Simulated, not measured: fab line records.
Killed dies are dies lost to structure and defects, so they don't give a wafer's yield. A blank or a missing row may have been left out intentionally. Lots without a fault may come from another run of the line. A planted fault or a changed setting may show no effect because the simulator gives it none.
fab line records + flow n5_finfet
record:
- lots: 11
- wafers: 30
- last_day: 18
route steps=1938 shown BEOL_M4@1111 BEOL_M7@1317 PASSIVATION@1936
lots untouched by any fault: they come from a run of this same line in which no faults occurred
start_h: the number of hours between the record's first day and the start of the first shown wafer of the lot + wait_h: hours since the lot's step before + " the same as in the row above + L1.1+2: several wafers, shown together as one row + - value missing, or start not given + * or withheld: withheld + < > ~ a bound
route shown NAME@n: a module of which the file shows steps, and the number in the route of the first + usual: average and standard deviation across the fault-free wafers + same: alike in all rows + chamber/n: place in a boat + sites: each site's reading + _std_site: standard deviation of those values + _edge_site: inner sites' mean taken away from outer sites' mean + radius_mm: how far each site lies from the wafer's centre + mask NAME#n: copy n + behind: tool/chamber where the wafer was last shaped + hold: why the lot was held/for how many hours/how that ended + device: whichever transistor did not switch (one of n, p or np) + end of line: tests run on the same wafers once the route is complete + a step without rows: its recipe alone + killed: dies lost to structure and defects at the first sort, not the wafer's yield + map: the dies of a wafer, with x for killed, . for not killed, _ for no die there
set.NAME: the setting that was run; set.NAME@STEP: the one run at that earlier step + model.NAME: the simulator's own value behind a step, which no gauge read
steps of the route over a sample of lots; a table a step, a row a wafer
services: the hour from which a tool's chamber was out of use, counted from the record's first day as start_h (under 0 if before that day), plus the number of hours and why
== steps ==
step: N5_BEOL_M4_RC_MEAS_101
usual:
- DIBL_N: 36.2/2.2
- DIBL_P: 36.5/3
- IOFF_N: 0.16/0.039
- IOFF_P: 0.22/0.047
- ION_N: 675/15
- ION_P: 463/10
- SS_N: 71.6/0.71
- SS_P: 73.4/0.94
- VT_N: 250/3.6
- VT_P: -250/3.9
| lot.wafer | tool      | chamber | start_h | wait_h | DIBL_N[mV/V] | DIBL_P[mV/V] | IOFF_N[nA/um] | IOFF_P[nA/um] | ION_N[uA/um] | ION_P[uA/um] | SS_N[mV/dec] | SS_P[mV/dec] | VT_N[mV] | VT_P[mV] |
|-----------|-----------|---------|---------|--------|--------------|--------------|---------------|---------------|--------------|--------------|--------------|--------------|----------|----------|
| L603.1    | prober-02 | 0       | 169.20  | 0.0    | 35.0         | 34.9         | 0.13          | 0.22          | 644          | 451          | 71.5         | 73.5         | 255      | -250     |
| L603.2    | "         | 0       | "       | "      | 34.3         | 32.9         | 0.11          | 0.16          | 654          | 455          | 70.7         | 72.8         | 255      | -253     |
| L603.3    | "         | 0       | "       | "      | 33.8         | 33.2         | 0.13          | 0.18          | 670          | 464          | 70.5         | 73.0         | 250      | -250     |
| L609.1    | prober-02 | 0       | 218.11  | 0.0    | 34.2         | 34.9         | 0.14          | 0.17          | 666          | 455          | 70.9         | 73.2         | 251      | -254     |
| L609.3    | "         | 0       | "       | "      | 29.9         | 28.0         | 0.08          | 0.10          | 634          | 431          | 70.5         | 71.9         | 259      | -261     |
| L609.4    | "         | 0       | "       | "      | 35.6         | 35.0         | 0.17          | 0.17          | 681          | 455          | 71.5         | 72.6         | 247      | -256     |
| L610.2    | prober-02 | 0       | 223.02  | 0.2    | 40.5         | 43.2         | 0.26          | 0.26          | 697          | 459          | 72.7         | 74.4         | 244      | -251     |
| L610.3    | "         | 0       | "       | "      | 36.6         | 39.1         | 0.15          | 0.20          | 676          | 455          | 71.8         | 74.3         | 252      | -254     |
| L610.6    | "         | 0       | "       | "      | 38.3         | 40.2         | 0.21          | 0.20          | 686          | 452          | 71.9         | 73.9         | 246      | -253     |
| L611.3    | prober-02 | 0       | 227.28  | 0.3    | 37.8         | 41.4         | 0.19          | 0.29          | 672          | 471          | 72.0         | 73.6         | 249      | -245     |
| L611.5    | "         | 0       | "       | "      | 32.0         | 33.5         | 0.10          | 0.17          | 647          | 454          | 69.9         | 72.1         | 255      | -251     |
| L611.6    | "         | 0       | "       | "      | 40.5         | 43.5         | 0.27          | 0.34          | 697          | 479          | 72.3         | 75.5         | 242      | -242     |
| L617.4    | prober-02 | 0       | 272.44  | 0.5    | 36.4         | 37.1         | 0.15          | 0.20          | 681          | 471          | 71.8         | 73.2         | 253      | -250     |
| L617.5    | "         | 0       | "       | "      | 36.7         | 37.5         | 0.15          | 0.21          | 680          | 474          | 71.8         | 73.5         | 252      | -250     |
| L617.6    | "         | 0       | "       | "      | 33.9         | 33.5         | 0.12          | 0.16          | 657          | 453          | 70.7         | 72.0         | 254      | -253     |
| L618.3    | prober-02 | 0       | 280.46  | 0.3    | 36.8         | 36.2         | 0.18          | 0.21          | 690          | 460          | 72.1         | 73.8         | 246      | -250     |
| L618.6    | "         | 0       | "       | "      | 38.3         | 38.6         | 0.21          | 0.24          | 686          | 462          | 71.9         | 74.4         | 244      | -248     |
| L619.1    | prober-02 | 0       | 285.12  | 0.1    | 35.0         | 32.9         | 0.14          | 0.19          | 659          | 457          | 71.0         | 71.6         | 251      | -249     |
| L619.5    | "         | 0       | "       | "      | 40.5         | 40.7         | 0.26          | 0.32          | 702          | 479          | 73.5         | 74.1         | 244      | -242     |
| L621.2    | prober-01 | 0       | 286.86  | 0.2    | 36.1         | 37.7         | 0.18          | 0.27          | 673          | 466          | 72.0         | 74.1         | 249      | -245     |
| L621.3    | "         | 0       | "       | "      | 34.7         | 35.3         | 0.15          | 0.22          | 683          | 473          | 71.0         | 73.4         | 249      | -248     |
| L621.4    | "         | 0       | "       | "      | 37.6         | 37.5         | 0.20          | 0.26          | 681          | 467          | 71.9         | 73.8         | 244      | -247     |
| L622.4    | prober-01 | 0       | 289.51  | 0.5    | 37.0         | 38.9         | 0.16          | 0.22          | 673          | 455          | 71.2         | 73.2         | 251      | -252     |
| L622.5    | "         | 0       | "       | "      | 37.9         | 40.3         | 0.17          | 0.23          | 672          | 460          | 72.0         | 73.9         | 251      | -250     |
| L620.1    | prober-02 | 0       | 289.62  | 0.0    | 32.2         | 32.2         | 0.12          | 0.19          | 669          | 476          | 70.6         | 71.6         | 251      | -247     |
| L620.4    | "         | 0       | "       | "      | 35.6         | 35.7         | 0.16          | 0.24          | 678          | 466          | 71.2         | 72.7         | 248      | -244     |
| L620.5    | "         | 0       | "       | "      | 36.5         | 37.0         | 0.18          | 0.29          | 686          | 475          | 71.6         | 73.8         | 244      | -240     |
| L624.2    | prober-01 | 0       | 321.09  | 0.2    | 34.2         | 36.4         | 0.15          | 0.21          | 678          | 460          | 71.5         | 74.1         | 248      | -249     |
| L624.4    | "         | 0       | "       | "      | 36.0         | 37.1         | 0.18          | 0.22          | 682          | 462          | 71.9         | 73.2         | 246      | -250     |
| L624.5    | "         | 0       | "       | "      | 32.6         | 33.2         | 0.12          | 0.17          | 665          | 457          | 71.3         | 72.6         | 251      | -254     |
step: N5_BEOL_M7_CURE_75
recipe:
- temp_c: 370
- time_s: 120
- ambient: DMADMS/He
- material: SiCOH_lowk
usual:
- lamp_power_pct: 52.31/0.054
- wafer_temp_C_max: 371.8/0.53
| lot.wafer | tool       | chamber | start_h | wait_h | lamp_power_pct | wafer_temp_C_max |
|-----------|------------|---------|---------|--------|----------------|------------------|
| L603.1    | uv_cure-02 | 0       | 206.17  | 0.0    | 52.20          | 371.9            |
| L603.2    | "          | 0       | "       | "      | 52.41          | 372.8            |
| L603.3    | "          | 0       | "       | "      | 52.31          | 372.2            |
| L609.1    | uv_cure-03 | 1       | 249.96  | 0.0    | 52.32          | 371.7            |
| L609.3    | "          | 1       | "       | "      | 52.34          | 371.6            |
| L609.4    | "          | 1       | "       | "      | 52.28          | 373.1            |
| L610.2    | uv_cure-01 | 1       | 251.06  | 0.1    | 52.31          | 371.5            |
| L610.3    | "          | 1       | "       | "      | 52.23          | 371.7            |
| L610.6    | "          | 1       | "       | "      | 52.30          | 371.1            |
| L611.3    | uv_cure-03 | 0       | 256.49  | 0.1    | 52.30          | 371.9            |
| L611.5    | "          | 0       | "       | "      | 52.34          | 372.3            |
| L611.6    | "          | 0       | "       | "      | 52.21          | 372.3            |
| L617.4    | uv_cure-03 | 1       | 293.76  | 0.2    | 52.30          | 372.1            |
| L617.5    | "          | 1       | "       | "      | 52.33          | 371.8            |
| L617.6    | "          | 1       | "       | "      | 52.21          | 372.3            |
| L619.1    | uv_cure-02 | 0       | 311.85  | 0.0    | 52.31          | 371.4            |
| L619.5    | "          | 0       | "       | "      | 52.32          | 371.9            |
| L618.3    | uv_cure-03 | 2       | 312.04  | 0.1    | 52.41          | 371.5            |
| L618.6    | "          | 2       | "       | "      | 52.31          | 371.1            |
| L621.2    | uv_cure-01 | 0       | 314.51  | 0.1    | 52.27          | 371.7            |
| L621.3    | "          | 0       | "       | "      | 52.31          | 372.2            |
| L621.4    | "          | 0       | "       | "      | 52.35          | 371.4            |
| L622.4    | uv_cure-03 | 2       | 314.84  | 0.2    | 52.35          | 371.4            |
| L622.5    | "          | 2       | "       | "      | 52.29          | 372.2            |
| L620.1    | uv_cure-02 | 2       | 320.63  | 0.0    | 52.32          | 371.2            |
| L620.4    | "          | 2       | "       | "      | 52.35          | 371.2            |
| L620.5    | "          | 2       | "       | "      | 52.30          | 371.6            |
| L624.2    | uv_cure-02 | 0       | 354.45  | 0.1    | 52.29          | 372.8            |
| L624.4    | "          | 0       | "       | "      | 52.25          | 372.5            |
| L624.5    | "          | 0       | "       | "      | 52.28          | 371.9            |
step: N5_BEOL_M7_SURFACE_TREAT_79
recipe:
- gas: Ar
- time_s: *
- ion_energy_ev: *
- ion_current_ma_cm2: 0.5
- pressure_mtorr: *
- ar_flow_sccm: 30
usual:
- throttle_valve_pct: *
| lot.wafer | tool           | chamber | start_h | wait_h | throttle_valve_pct |
|-----------|----------------|---------|---------|--------|--------------------|
| L603.1    | pvd_sputter-01 | -       | 207.02  | 0.2    | *                  |
| L603.2    | "              | -       | "       | "      | *                  |
| L603.3    | "              | -       | "       | "      | *                  |
| L609.1    | pvd_sputter-03 | -       | 250.85  | 0.2    | *                  |
| L609.3    | "              | -       | "       | "      | *                  |
| L609.4    | "              | -       | "       | "      | *                  |
| L610.2    | pvd_sputter-02 | -       | 252.58  | 0.3    | *                  |
| L610.3    | "              | -       | "       | "      | *                  |
| L610.6    | "              | -       | "       | "      | *                  |
| L611.3    | pvd_sputter-03 | -       | 258.68  | 0.2    | *                  |
| L611.5    | "              | -       | "       | "      | *                  |
| L611.6    | "              | -       | "       | "      | *                  |
| L617.4    | pvd_sputter-01 | -       | 295.13  | 0.4    | *                  |
| L617.5    | "              | -       | "       | "      | *                  |
| L617.6    | "              | -       | "       | "      | *                  |
| L618.3    | pvd_sputter-02 | -       | 313.37  | 0.2    | *                  |
| L618.6    | "              | -       | "       | "      | *                  |
| L619.1    | pvd_sputter-03 | -       | 313.40  | 0.3    | *                  |
| L619.5    | "              | -       | "       | "      | *                  |
| L621.2    | pvd_sputter-03 | -       | 315.28  | 0.2    | *                  |
| L621.3    | "              | -       | "       | "      | *                  |
| L621.4    | "              | -       | "       | "      | *                  |
| L622.4    | pvd_sputter-03 | -       | 315.59  | 0.1    | *                  |
| L622.5    | "              | -       | "       | "      | *                  |
| L620.1    | pvd_sputter-03 | -       | 322.94  | 1.7    | *                  |
| L620.4    | "              | -       | "       | "      | *                  |
| L620.5    | "              | -       | "       | "      | *                  |
| L624.2    | pvd_sputter-01 | -       | 355.31  | 0.3    | *                  |
| L624.4    | "              | -       | "       | "      | *                  |
| L624.5    | "              | -       | "       | "      | *                  |
step: N5_BEOL_M7_SPUTTER_48
recipe:
- material: Cu
- target_thk_a: 100
- temp_c: -20
- bias_v: 60
- power_w: 26000
- chamber_pressure_pa: 0.13
- time_s: 1.667
usual:
- bias_v: 60.0/0.57
- cathode_dc_power_W: 26000/4.8
- throttle_valve_pct: 29.4/0.93
| lot.wafer | tool           | chamber | start_h | wait_h | bias_v | cathode_dc_power_W | throttle_valve_pct |
|-----------|----------------|---------|---------|--------|--------|--------------------|--------------------|
| L603.1    | pvd_sputter-01 | -       | 207.26  | 0.1    | 60.7   | 26001              | 28.6               |
| L603.2    | "              | -       | "       | "      | 59.4   | 26007              | 29.8               |
| L603.3    | "              | -       | "       | "      | 59.5   | 26002              | 29.0               |
| L609.1    | pvd_sputter-03 | -       | 251.20  | 0.2    | -      | -                  | -                  |
| L609.3    | "              | -       | "       | "      | -      | -                  | -                  |
| L609.4    | "              | -       | "       | "      | -      | -                  | -                  |
| L610.2    | pvd_sputter-02 | -       | 252.82  | 0.1    | -      | -                  | -                  |
| L610.3    | "              | -       | "       | "      | -      | -                  | -                  |
| L610.6    | "              | -       | "       | "      | -      | -                  | -                  |
| L611.3    | pvd_sputter-02 | -       | 258.89  | 0.1    | -      | -                  | -                  |
| L611.5    | "              | -       | "       | "      | -      | -                  | -                  |
| L611.6    | "              | -       | "       | "      | -      | -                  | -                  |
| L617.4    | pvd_sputter-01 | -       | 295.37  | 0.1    | 58.8   | 25995              | 28.9               |
| L617.5    | "              | -       | "       | "      | 60.4   | 25999              | 28.6               |
| L617.6    | "              | -       | "       | "      | 59.1   | 26006              | 28.7               |
| L618.3    | pvd_sputter-03 | -       | 313.60  | 0.1    | 59.5   | 26006              | 29.1               |
| L618.6    | "              | -       | "       | "      | 60.2   | 26009              | 29.1               |
| L619.1    | pvd_sputter-02 | -       | 313.65  | 0.1    | 59.8   | 25996              | 30.2               |
| L619.5    | "              | -       | "       | "      | 60.5   | 26009              | 31.7               |
| L621.2    | pvd_sputter-03 | -       | 315.51  | 0.1    | 60.3   | 26000              | 29.3               |
| L621.3    | "              | -       | "       | "      | 60.4   | 26000              | 28.4               |
| L621.4    | "              | -       | "       | "      | 60.0   | 25992              | 29.3               |
| L622.4    | pvd_sputter-03 | -       | 315.85  | 0.1    | 59.2   | 26009              | 29.4               |
| L622.5    | "              | -       | "       | "      | 60.8   | 26000              | 28.5               |
| L620.1    | pvd_sputter-02 | -       | 323.15  | 0.1    | 59.1   | 25993              | 29.8               |
| L620.4    | "              | -       | "       | "      | 60.4   | 25996              | 31.9               |
| L620.5    | "              | -       | "       | "      | 60.5   | 25997              | 29.9               |
| L624.2    | pvd_sputter-01 | -       | 355.60  | 0.2    | 60.0   | 26002              | 29.0               |
| L624.4    | "              | -       | "       | "      | 59.7   | 25999              | 28.9               |
| L624.5    | "              | -       | "       | "      | 59.0   | 25991              | 28.7               |
step: N5_BEOL_M7_ANNEAL_51
recipe:
- temp_c: 225
- time_s: 90
- ambient: N2
usual:
- wafer_temp_C_max: 226.5/0.49
| lot.wafer | tool          | chamber | start_h | wait_h | wafer_temp_C_max |
|-----------|---------------|---------|---------|--------|------------------|
| L603.1    | rtp_anneal-01 | 0       | 207.49  | 0.1    | 226.0            |
| L603.2    | "             | 0       | "       | "      | 225.9            |
| L603.3    | "             | 0       | "       | "      | 226.5            |
| L609.1    | rtp_anneal-02 | 0       | 251.41  | 0.1    | 226.7            |
| L609.3    | "             | 0       | "       | "      | 227.0            |
| L609.4    | "             | 0       | "       | "      | 227.0            |
| L610.2    | rtp_anneal-02 | 0       | 253.08  | 0.1    | 226.8            |
| L610.3    | "             | 0       | "       | "      | 226.6            |
| L610.6    | "             | 0       | "       | "      | 227.3            |
| L611.3    | rtp_anneal-02 | 0       | 259.19  | 0.1    | 228.1            |
| L611.5    | "             | 0       | "       | "      | 227.0            |
| L611.6    | "             | 0       | "       | "      | 227.1            |
| L617.4    | rtp_anneal-01 | 0       | 295.71  | 0.2    | 226.2            |
| L617.5    | "             | 0       | "       | "      | 226.0            |
| L617.6    | "             | 0       | "       | "      | 226.4            |
| L618.3    | rtp_anneal-01 | 0       | 314.35  | 0.6    | 226.3            |
| L618.6    | "             | 0       | "       | "      | 226.1            |
| L619.1    | rtp_anneal-01 | 0       | 314.53  | 0.7    | 226.5            |
| L619.5    | "             | 0       | "       | "      | 226.4            |
| L621.2    | rtp_anneal-01 | 0       | 315.83  | 0.2    | 226.2            |
| L621.3    | "             | 0       | "       | "      | 226.1            |
| L621.4    | "             | 0       | "       | "      | 226.3            |
| L622.4    | rtp_anneal-02 | 0       | 316.20  | 0.2    | 227.7            |
| L622.5    | "             | 0       | "       | "      | 227.0            |
| L620.1    | rtp_anneal-01 | 0       | 323.46  | 0.2    | 226.0            |
| L620.4    | "             | 0       | "       | "      | 226.0            |
| L620.5    | "             | 0       | "       | "      | 225.9            |
| L624.2    | rtp_anneal-01 | 0       | 356.29  | 0.5    | 226.4            |
| L624.4    | "             | 0       | "       | "      | 226.0            |
| L624.5    | "             | 0       | "       | "      | 226.5            |
step: N5_BEOL_M7_CMP_52
recipe:
- stop_on: SiCOH_lowk
- t_overpolish_s: 6.9
- down_force_psi: 1
- platen_rpm: 50
- clearing_platen_down_force_psi: 1.5
- clearing_platen_rpm: 50
- post_cmp_clean: cu_alkaline
- target_thk_nm: 80
- clearing_platen_pad_velocity_m_s: 0.99484
- pad_velocity_m_s: 0.99484
usual:
- motor_current_A: 6.2/0.83
- time_to_endpoint_s: 61/4
| lot.wafer | tool   | chamber | start_h | wait_h | motor_current_A | time_to_endpoint_s |
|-----------|--------|---------|---------|--------|-----------------|--------------------|
| L603.2    | cmp-01 | 2       | 207.79  | 0.2    | 7.1             | 65                 |
| L603.1    | "      | 3       | "       | "      | 8.5             | 65                 |
| L603.3    | "      | 0       | "       | "      | 6.4             | 59                 |
| L609.4    | cmp-02 | 0       | 251.75  | 0.2    | 6.3             | 1                  |
| L609.3    | "      | 1       | "       | "      | 6.6             | 4                  |
| L609.1    | "      | 2       | "       | "      | 5.0             | 1                  |
| L610.3    | cmp-04 | 2       | 253.33  | 0.2    | 5.6             | 0                  |
| L610.2    | "      | 1       | "       | "      | 5.7             | 2                  |
| L610.6    | "      | 2       | "       | "      | 5.3             | 1                  |
| L611.3    | cmp-01 | 2       | 259.40  | 0.2    | 7.5             | 1                  |
| L611.5    | "      | 2       | "       | "      | 7.3             | 2                  |
| L611.6    | "      | 3       | "       | "      | 8.1             | 0                  |
| L617.4    | cmp-01 | 3       | 295.99  | 0.2    | 7.8             | 62                 |
| L617.5    | "      | 0       | "       | "      | 6.0             | 58                 |
| L617.6    | "      | 1       | "       | "      | 6.7             | 61                 |
| L618.3    | cmp-02 | 1       | 314.67  | 0.3    | 6.8             | 67                 |
| L618.6    | "      | 3       | "       | "      | 6.3             | 58                 |
| L619.1    | cmp-02 | 3       | 314.86  | 0.3    | 6.2             | 58                 |
| L619.5    | "      | 2       | "       | "      | 4.8             | 60                 |
| L621.2    | cmp-02 | 3       | 316.10  | 0.2    | 6.1             | 57                 |
| L621.4    | "      | 0       | "       | "      | 6.3             | 57                 |
| L621.3    | "      | 1       | "       | "      | 6.5             | 62                 |
| L622.4    | cmp-02 | 0       | 316.47  | 0.2    | 6.4             | 55                 |
| L622.5    | "      | 2       | "       | "      | 5.1             | 58                 |
| L620.4    | cmp-02 | 3       | 324.15  | 0.5    | 6.5             | 59                 |
| L620.1    | "      | 0       | "       | "      | 6.3             | 58                 |
| L620.5    | "      | 1       | "       | "      | 6.6             | 62                 |
| L624.4    | cmp-04 | 0       | 356.58  | 0.2    | 5.9             | 65                 |
| L624.2    | "      | 2       | "       | "      | 5.5             | 58                 |
| L624.5    | "      | 3       | "       | "      | 5.3             | 54                 |
step: N5_PASSIVATION_PROBE_49
usual:
- defect_limited_yield: 91.5/1.5
- killed_at_M0_to_M3: 32/10
- killed_at_M4_up: 13/4.9
- killed_at_contacts: 13/6.1
- killed_at_front_end: 38/11
- killed_at_other: 3/3.2
- killed_dies: 101/18
- killed_on_rim: 13/4.4
- killed_open: 66/13
- killed_short: 32/8.3
- sort_bin_4_leakage: 0.00/0.018
- sort_bin_5_function: 5.0/1
- sort_bin_6_memory: 3.2/0.74
- sort_bin_8_speed: 0.1/1.1
- sort_n_pass: 1078/22
- sort_yield_pct: 91.3/1.9
same:
- gross_dies: 1180
- killed_at_back_side: 0
| lot.wafer | tool      | chamber | start_h | wait_h | defect_limited_yield[%] | killed_at_M0_to_M3 | killed_at_M4_up | killed_at_contacts | killed_at_front_end | killed_at_other | killed_dies | killed_on_rim | killed_open | killed_short | sort_bin_4_leakage[%] | sort_bin_5_function[%] | sort_bin_6_memory[%] | sort_bin_8_speed[%] | sort_n_pass | sort_yield_pct[%] |
|-----------|-----------|---------|---------|--------|-------------------------|--------------------|-----------------|--------------------|---------------------|-----------------|-------------|---------------|-------------|--------------|-----------------------|------------------------|----------------------|---------------------|-------------|-------------------|
| L609.1    | prober-02 | -       | 329.41  | 0.0    | 0                       | 52                 | 1089            | 2                  | 35                  | 2               | 1180        | 152           | 77          | 32           | 0                     | 95.4                   | 4.5                  | 0                   | 0           | 0                 |
| L609.3    | prober-02 | -       | 329.51  | 0.1    | 0                       | 31                 | 1101            | 11                 | 36                  | 1               | 1180        | 152           | 52          | 36           | 0                     | 96.7                   | 3.3                  | 0                   | 0           | 0                 |
| L609.4    | prober-02 | -       | 329.56  | 0.2    | 0                       | 22                 | 1113            | 6                  | 39                  | 0               | 1180        | 152           | 54          | 29           | 0                     | 97.2                   | 2.3                  | 0                   | 0           | 0                 |
| L610.2    | prober-01 | -       | 333.62  | 0.3    | 0                       | 29                 | 1113            | 7                  | 31                  | 0               | 1180        | 152           | 43          | 31           | 0                     | 97.3                   | 2.3                  | 0                   | 0           | 0                 |
| L610.3    | prober-01 | -       | 333.67  | 0.3    | 0                       | 16                 | 1118            | 13                 | 31                  | 2               | 1180        | 152           | 59          | 25           | 0                     | 96.9                   | 3.1                  | 0                   | 0           | 0                 |
| L610.6    | prober-01 | -       | 333.82  | 0.5    | 0                       | 21                 | 1111            | 12                 | 27                  | 9               | 1180        | 152           | 63          | 18           | 0                     | 97.3                   | 2.7                  | 0                   | 0           | 0                 |
| L611.3    | prober-02 | -       | 335.45  | 0.1    | 0                       | 31                 | 1073            | 8                  | 64                  | 4               | 1180        | 152           | 73          | 40           | 0                     | 96.7                   | 2.6                  | 0                   | 0           | 0                 |
| L611.5    | prober-02 | -       | 335.55  | 0.2    | 0                       | 32                 | 1085            | 5                  | 54                  | 4               | 1180        | 152           | 68          | 36           | 0                     | 96.6                   | 3.1                  | 0                   | 0           | 0                 |
| L611.6    | prober-02 | -       | 335.60  | 0.3    | 0                       | 35                 | 1088            | 6                  | 48                  | 3               | 1180        | 152           | 55          | 39           | 0                     | 97.3                   | 2.4                  | 0                   | 0           | 0                 |
killed by level:class
L609.1 BEOL_M7:area_sputter=549 BEOL_M7:area_ecd=520 BEOL_M0_SAQP:geometric_particle:short=11 BEOL_M1:geometric_particle:open=11 BEOL_M2:geometric_particle:open=11 STI_FIN_REVEAL:geometric_particle:open=8 BEOL_M4:geometric_particle:open=8 FIN_SAQP:geometric_particle:short=7
L609.3 BEOL_M7:area_sputter=559 BEOL_M7:area_ecd=532 MOL_CONTACT_COAG:geometric_particle:open=9 BEOL_M0_SAQP:geometric_particle:short=9 FIN_SAQP:geometric_particle:short=7 BEOL_M2:geometric_particle:open=7 DUMMY_GATE:geometric_particle:open=6 BEOL_M0_SAQP:geometric_particle:open=6
L609.4 BEOL_M7:area_sputter=568 BEOL_M7:area_ecd=529 FIN_SAQP:geometric_particle:short=10 BEOL_M4:geometric_particle:open=9 STI_FIN_REVEAL:geometric_particle:open=7 BEOL_M2:geometric_particle:open=7 FIN_SAQP:geometric_particle:open=6 DUMMY_GATE:geometric_particle:open=5
L610.2 BEOL_M7:area_ecd=554 BEOL_M7:area_sputter=549 FIN_SAQP:geometric_particle:short=8 STI_FIN_REVEAL:geometric_particle:open=6 MOL_CONTACT_COAG:geometric_particle:open=6 BEOL_M3:geometric_particle:open=6 DUMMY_GATE:geometric_particle:open=5 BEOL_M2:geometric_particle:open=5
L610.3 BEOL_M7:area_sputter=554 BEOL_M7:area_ecd=540 MOL_CONTACT_COAG:geometric_particle:open=10 BEOL_M5:geometric_particle:open=7 BEOL_M4:geometric_particle:open=7 FIN_SAQP:geometric_particle:short=6 DUMMY_GATE:geometric_particle:open=5 BEOL_M3:geometric_particle:open=5
L610.6 BEOL_M7:area_sputter=573 BEOL_M7:area_ecd=526 MOL_CONTACT_COAG:geometric_particle:open=11 FIN_SAQP:geometric_particle:short=8 FIN_SAQP:geometric_particle:open=7 BEOL_M3:geometric_particle:open=7 MIM_TOP_ETCH:geometric_particle:open=6 DUMMY_GATE:geometric_particle:open=5
L611.3 BEOL_M7:area_ecd=538 BEOL_M7:area_sputter=528 FIN_SAQP:geometric_particle:short=14 FIN_SAQP:geometric_particle:open=13 GATE_CUT:geometric_particle:open=8 GATE_CUT:geometric_particle:short=7 BEOL_M0_SAQP:geometric_particle:open=6 BEOL_M1:geometric_particle:open=6
L611.5 BEOL_M7:area_ecd=541 BEOL_M7:area_sputter=535 FIN_SAQP:geometric_particle:open=17 FIN_SAQP:geometric_particle:short=12 BEOL_M0_SAQP:geometric_particle:open=11 GATE_CUT:geometric_particle:short=7 BEOL_M0_SAQP:geometric_particle:short=6 BEOL_M1:geometric_particle:open=6
L611.6 BEOL_M7:area_sputter=564 BEOL_M7:area_ecd=520 FIN_SAQP:geometric_particle:open=15 BEOL_M0_SAQP:geometric_particle:short=11 FIN_SAQP:geometric_particle:short=7 GATE_CUT:geometric_particle:short=6 BEOL_M3:geometric_particle:open=6 MOL_CONTACT_COAG:geometric_particle:open=5
== services ==
| tool          | chamber | start_h | hours | kind                           |
|---------------|---------|---------|-------|--------------------------------|
| uv_cure-01    | -       | 191.83  | 2.1   | pm                             |
| uv_cure-01    | -       | 212.21  | 2.8   | pm                             |
| cmp-01        | -       | 214.55  | 4.0   | pm                             |
| cmp-01        | -       | 218.55  | -     | consumable_replace:conditioner |
| cmp-01        | -       | 218.55  | -     | consumable_replace:pad         |
| cmp-04        | -       | 232.99  | 0.6   | repair                         |
| cmp-02        | -       | 239.18  | 8.5   | repair                         |
| uv_cure-02    | -       | 241.48  | 7.5   | pm                             |
| uv_cure-02    | -       | 249.03  | 6.0   | pm                             |
| uv_cure-02    | -       | 259.06  | 7.5   | pm                             |
| cmp-04        | -       | 264.32  | 1.6   | repair                         |
| cmp-04        | -       | 273.48  | 12.2  | repair                         |
| cmp-02        | -       | 273.72  | 4.0   | pm                             |
| cmp-02        | -       | 277.72  | -     | consumable_replace:conditioner |
| cmp-02        | -       | 277.72  | -     | consumable_replace:pad         |
| cmp-04        | -       | 293.73  | 0.5   | repair                         |
| uv_cure-02    | -       | 302.98  | 2.1   | pm                             |
| rtp_anneal-01 | -       | 304.99  | 3.9   | pm                             |
| cmp-04        | -       | 314.30  | 9.5   | repair                         |
| cmp-01        | -       | 322.47  | 3.4   | repair                         |
| cmp-04        | -       | 323.82  | 4.4   | pm                             |
| cmp-04        | -       | 338.07  | 2.2   | repair                         |
| rtp_anneal-01 | -       | 338.61  | 1.1   | pm                             |
| uv_cure-02    | -       | 339.66  | 1.2   | repair                         |
== key ==
first_sign:
- step: N5_BEOL_M7_SPUTTER_48
- reading: tool_record
- direction: missing
effect:
- step: N5_BEOL_M7_CMP_52
- reading: time_to_endpoint_s
- direction: down
- sigmas: 15
- usual: *
- struck: *
effect:
- step: N5_PASSIVATION_PROBE_49
- reading: killed_at_M4_up
- direction: up
- sigmas: 99+
- usual: 13
- struck: 1099
more_kills_born_at:
- N5_BEOL_M7_SPUTTER_48@pvd_sputter-02: 3303
- N5_BEOL_M7_ECD_50@ecd_cu-02: 3180
- N5_BEOL_M7_SPUTTER_48@pvd_sputter-03: 1676
met_at N5_BEOL_M7_SPUTTER_48
struck_lots L609,L610,L611
later_rows_left_out L609.1,L609.3,L609.4,L610.2,L610.3,L610.6,L611.3,L611.5,L611.6
not_acting_at N5_BEOL_M7_CURE_75,N5_BEOL_M7_SURFACE_TREAT_79,N5_BEOL_M7_ANNEAL_51
fault:
- kind: skipped_step_whole
- tool: pvd_sputter-02,pvd_sputter-03
- chamber: -
- onset_h: 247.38
- steps: N5_BEOL_M7_SPUTTER_48
- scope: struck_lots_only
later_rows_left_out: the simulator's readings of these wafers behind a module that went badly wrong aren't trusted and aren't shown, but for the sort
